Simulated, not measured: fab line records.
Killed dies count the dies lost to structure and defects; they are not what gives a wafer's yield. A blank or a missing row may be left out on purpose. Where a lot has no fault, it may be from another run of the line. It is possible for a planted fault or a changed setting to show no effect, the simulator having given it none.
Which tool is to blame? | flow nand-harc | 11 lots with 33 wafers sampled at 5 steps, on a route of 1302 steps

WHAT EACH GAUGE READ, for each wafer
NHARC_P_M2_OVL_MEAS_10: pitch 340 nm. Usual: overlay-x-nm -0.3 nm, standard deviation 0.84; overlay-y-nm -0.2 nm, standard deviation 0.97.
lot  | measured     | on         | overlay-x-nm (nm) | overlay-y-nm (nm) | flag
L528 | day 6 07:03  | overlay-02 | 0.9 0.7 1.3       | -1.3 -1.2 -1.0    |
L529 | day 6 20:33  | overlay-02 | -0.9 -1.0 -1.1    | -0.5 0.0 0.1      |
L531 | day 7 15:55  | overlay-01 | -0.7 -0.2 -0.8    | 1.2 1.5 1.0       |
L532 | day 8 05:17  | overlay-02 | -0.3 0.2 -0.4     | -1.0 -0.8 -0.7    |
L539 | day 11 00:10 | overlay-01 | 1.5 1.4 1.7       | 0.4 0.6 0.4       |
L538 | day 11 02:42 | overlay-02 | -0.2 0.0 0.2      | -1.4 -0.9 -1.4    |
L540 | day 11 11:26 | overlay-02 | -0.1 -0.2 -0.5    | 1.4 1.1 1.0       |
L543 | day 12 16:43 | overlay-01 | -1.0 -0.9 -0.7    | 0.3 0.7 0.8       |
L547 | day 14 07:43 | overlay-02 | 0.5 0.5 0.4       | -0.3 0.0 0.0      |
L548 | day 15 05:47 | overlay-02 | -0.7 -0.8 -0.2    | 1.0 1.2 1.5       |
L551 | day 16 08:37 | overlay-02 | -0.4 -0.8 -0.8    | -1.9 -1.7 -2.4    |

NHARC_END_SORT_01. Usual: defect-limited-yield 91.5 %, standard deviation 2.4; killed-at-array 52, standard deviation 17; killed-at-other 0.9, standard deviation 1.2; killed-at-periphery 3.9, standard deviation 2.7; killed-dies 57, standard deviation 16; killed-open 3.3, standard deviation 1.9; killed-short 2.5, standard deviation 1.5; sort_bin_2_pct 3.0 %, standard deviation 1.2; sort_bin_3_pct 0.6 %, standard deviation 0.34; sort_bin_4_pct 4.8 %, standard deviation 1.3; sort-n-pass 620, standard deviation 16; sort-rim-yield-pct 89 %, standard deviation 4.3; sort-yield-pct 91.5 %, standard deviation 2.4.
lot  | measured     | on        | defect-limited-yield (%) | killed-at-array | killed-at-other | killed-at-periphery | killed-dies | killed-open | killed-short | sort_bin_2_pct (%) | sort_bin_3_pct (%) | sort_bin_4_pct (%) | sort-n-pass | sort-rim-yield-pct (%) | sort-yield-pct (%) | flag
L528 | day 24 14:31 | prober-01 | 88.9 87.7 87.9           | 75 81 80        | 0 1 1           | 0 1 1               | 75 83 82    | 0 6 1       | 4 1 6        | 3.7 4.4 3.7        | 0.9 0.6 1.0        | 6.5 7.2 7.4        | 602 594 595 | 80 75 78               | 88.9 87.7 87.9     |
L540 | day 29 06:17 | prober-02 | 94.2 94.2 93.1           | 25 30 37        | 2 1 3           | 12 8 7              | 39 39 47    | 3 2 6       | 2 2 1        | 2.2 2.1 3.2        | 0.1 0.9 0.7        | 3.4 2.8 3.0        | 638 638 630 | 91 88 83               | 94.2 94.2 93.1     |
L547 | day 32 21:14 | prober-01 | 87.1 89.8 87.4           | 81 62 79        | 1 1 0           | 5 6 6               | 87 69 85    | 1 5 4       | 4 1 3        | 4.7 3.5 5.2        | 0.9 1.0 1.2        | 7.2 5.6 6.2        | 590 608 592 | 75 90 80               | 87.1 89.8 87.4     |

WHICH TOOL RAN EACH LOT (tool, then ch and the chambers of the sampled wafers, then the start)
lot  | NHARC_P_M1_PVD_21                       | NHARC_P_M2_SOFTBAKE_04            | NHARC_P_M2_ETCH_35
L528 | pvd-sputter-01, day 6 06:00 or earlier  | litho-track-01 ch 0, day 6 06:00  | rie-diel-06 ch 2,3, day 6 07:15
L529 | pvd-sputter-01, day 6 20:00 or earlier  | litho-track-06 ch 0, day 6 20:00  | rie-diel-03 ch 0,1, day 6 20:44
L531 | pvd-sputter-03, day 7 15:00 or earlier  | litho-track-04 ch 0, day 7 15:00  | rie-diel-03 ch 1,2, day 7 16:08
L532 | pvd-sputter-02, day 8 04:00 or earlier  | litho-track-04 ch 0, day 8 04:00  | rie-diel-03 ch 1,3, day 8 05:29
L539 | pvd-sputter-03, day 10 23:00 or earlier | litho-track-04 ch 0, day 10 23:00 | rie-diel-01 ch 0,2, day 11 00:21
L538 | pvd-sputter-01, day 11 02:00 or earlier | litho-track-04 ch 0, day 11 02:00 | rie-diel-03 ch 1,2,3, day 11 02:55
L540 | pvd-sputter-02, day 11 11:00 or earlier | litho-track-06 ch 0, day 11 11:00 | rie-diel-03 ch 1,2, day 11 11:37
L543 | pvd-sputter-01, day 12 16:00 or earlier | litho-track-04 ch 0, day 12 16:00 | rie-diel-03 ch 0,1,3, day 12 16:55
L547 | pvd-sputter-01, day 14 07:00 or earlier | litho-track-01 ch 0, day 14 07:00 | rie-diel-03 ch 0,1,2, day 14 07:54
L548 | pvd-sputter-03, day 15 05:00 or earlier | litho-track-01 ch 0, day 15 05:00 | rie-diel-03 ch 0,2,3, day 15 05:59
L551 | pvd-sputter-03, day 16 08:00 or earlier | litho-track-06 ch 0, day 16 08:00 | rie-diel-06 ch 2,3, day 16 08:48
- NHARC_P_M1_PVD_21: deposits Cu, target thk 30 nm, time 20.49 s.
- NHARC_P_M2_SOFTBAKE_04: time 55 s.
- NHARC_P_M2_ETCH_35: etches the open film in N2/H2, target depth 40 nm, overetch 12 nm, time 43.94 s.

AS READ BY THE TOOLS THEMSELVES (means over the sampled wafers that have a number; for cases with no such wafer, the mark the record gives instead)
NHARC_P_M1_PVD_21. Usual: cathode-dc-power-W 5000.0 W, standard deviation 0.94; throttle-valve-pct 29.7 %, standard deviation 1.1.
lot  | tool           | cathode-dc-power-W (W) | throttle-valve-pct (%) | flag
L528 | pvd-sputter-01 | 4999.7                 | 28.9                   |
L529 | pvd-sputter-01 | 5000.4                 | 28.5                   |
L531 | pvd-sputter-03 | 5000.2                 | 30.3                   |
L532 | pvd-sputter-02 | 5000.0                 | 30.4                   |
L539 | pvd-sputter-03 | 5000.3                 | 30.2                   |
L538 | pvd-sputter-01 | 5000.0                 | 29.8                   |
L540 | pvd-sputter-02 | 4999.9                 | 30.2                   |
L543 | pvd-sputter-01 | 5000.0                 | 29.3                   |
L547 | pvd-sputter-01 | 5000.1                 | 29.2                   |
L548 | pvd-sputter-03 | 5000.2                 | 29.3                   |
L551 | pvd-sputter-03 | 4999.6                 | 30.3                   |

NHARC_P_M2_SOFTBAKE_04. Usual: heater-power-total-W reads 188.46 W (standard deviation 0.13).
lot  | tool           | heater-power-total-W (W) | flag
L528 | litho-track-01 | 188.55                   |
L529 | litho-track-06 | 188.50                   |
L531 | litho-track-04 | 188.48                   |
L532 | litho-track-04 | 188.47                   |
L539 | litho-track-04 | 188.35                   |
L538 | litho-track-04 | 190.27                   | OFF
L540 | litho-track-06 | 188.45                   |
L543 | litho-track-04 | 190.15                   | OFF
L547 | litho-track-01 | 188.52                   |
L548 | litho-track-01 | 188.45                   |
L551 | litho-track-06 | 188.48                   |

NHARC_P_M2_ETCH_35. Usual: for chamber-pressure-mTorr, 30.00 mTorr with a standard deviation of 0.031; for drypump-motor-current-A, 5.7 A with a standard deviation of 0.34; for mfc-ar-sccm, 0.015 sccm with a standard deviation of 0.015; for oes-product-au, 1.003 a.u. with a standard deviation of 0.011; for rf-vpp-V, 431.7 V with a standard deviation of 2; for showerhead-plenum-p-Torr, 2.08 Torr with a standard deviation of 0.071; for throttle-valve-pct, 14.172 % with a standard deviation of 0.0092.
lot  | tool        | chamber-pressure-mTorr (mTorr) | drypump-motor-current-A (A) | mfc-ar-sccm (sccm) | oes-product-au (a.u.) | rf-vpp-V (V) | showerhead-plenum-p-Torr (Torr) | throttle-valve-pct (%) | flag
L528 | rie-diel-06 | 30.01                          | 5.4                         | 0.008              | 1.018                 | 433.0        | 2.11                            | 14.179                 |
L529 | rie-diel-03 | 29.96                          | 5.8                         | 0.025              | 0.996                 | 431.4        | 2.09                            | 14.180                 |
L531 | rie-diel-03 | 29.97                          | 6.0                         | 0.027              | 0.995                 | 434.2        | 2.16                            | 14.172                 |
L532 | rie-diel-03 | 29.98                          | 5.9                         | 0.036              | 0.995                 | 431.5        | 2.10                            | 14.181                 |
L539 | rie-diel-01 | 30.00                          | 5.6                         | 0.024              | 1.003                 | 432.6        | 2.13                            | 14.173                 |
L538 | rie-diel-03 | 30.00                          | 5.9                         | 0.025              | 1.000                 | 432.7        | 2.12                            | 14.169                 |
L540 | rie-diel-03 | 30.00                          | 6.0                         | 0.015              | 0.999                 | 434.3        | 2.18                            | 14.171                 |
L543 | rie-diel-03 | 30.02                          | 5.7                         | 0.023              | 1.000                 | 431.0        | 2.04                            | 14.176                 |
L547 | rie-diel-03 | 30.01                          | 5.8                         | 0.014              | 1.006                 | 431.7        | 2.10                            | 14.175                 |
L548 | rie-diel-03 | 30.02                          | 5.7                         | 0.012              | 0.990                 | 432.0        | 2.06                            | 14.178                 |
L551 | rie-diel-06 | 30.00                          | 5.4                         | 0.008              | 0.995                 | 431.7        | 2.11                            | 14.172                 |

THE ANSWER, worked out from the rows above alone
Rule: take the mean of a lot's wafers that have a number; if it is more than 3 standard deviations from the usual mean, the lot is off. Also off: a lot with no number at a reading for which 4 or more lots have one. The other lots that the step has rows for count as sound. Order of review: gauges by route order, followed by the tools' own readings, for which a lot's mean as printed above is used. At the first step where some lot is off, the reading lying furthest off is the one used; lots without a number count as furthest.
Off: L538, L543 (NHARC_P_M2_SOFTBAKE_04, heater-power-total-W).
If a tool, at that step or one of the process steps before it, ran each lot that is off and ran no sound lot following the first of them, it fits. Because NHARC_P_M1_PVD_21 lacks a start for some lots, the hours and order of its lots are taken from NHARC_P_M2_SOFTBAKE_04. One fits: litho-track-04 at NHARC_P_M2_SOFTBAKE_04. A fault onset in the window from L539 (day 10 23:00, its last sound lot) to L538 (day 11 02:00, its first lot off) fits.
On the lots that are off, the tool's own readings at NHARC_P_M2_SOFTBAKE_04 differ by more than 5 times the standard deviation of the sound lots' means, which bears it out; heater-power-total-W reads 190.21 W there versus 188.47 W on the sound lots.

WHAT THE SIMULATOR HAD PUT IN
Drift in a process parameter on litho-track-04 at NHARC_P_M2_SOFTBAKE_04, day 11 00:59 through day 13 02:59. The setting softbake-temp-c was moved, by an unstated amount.
Lots struck among those shown: L538, L543. Same finding as the rule above.
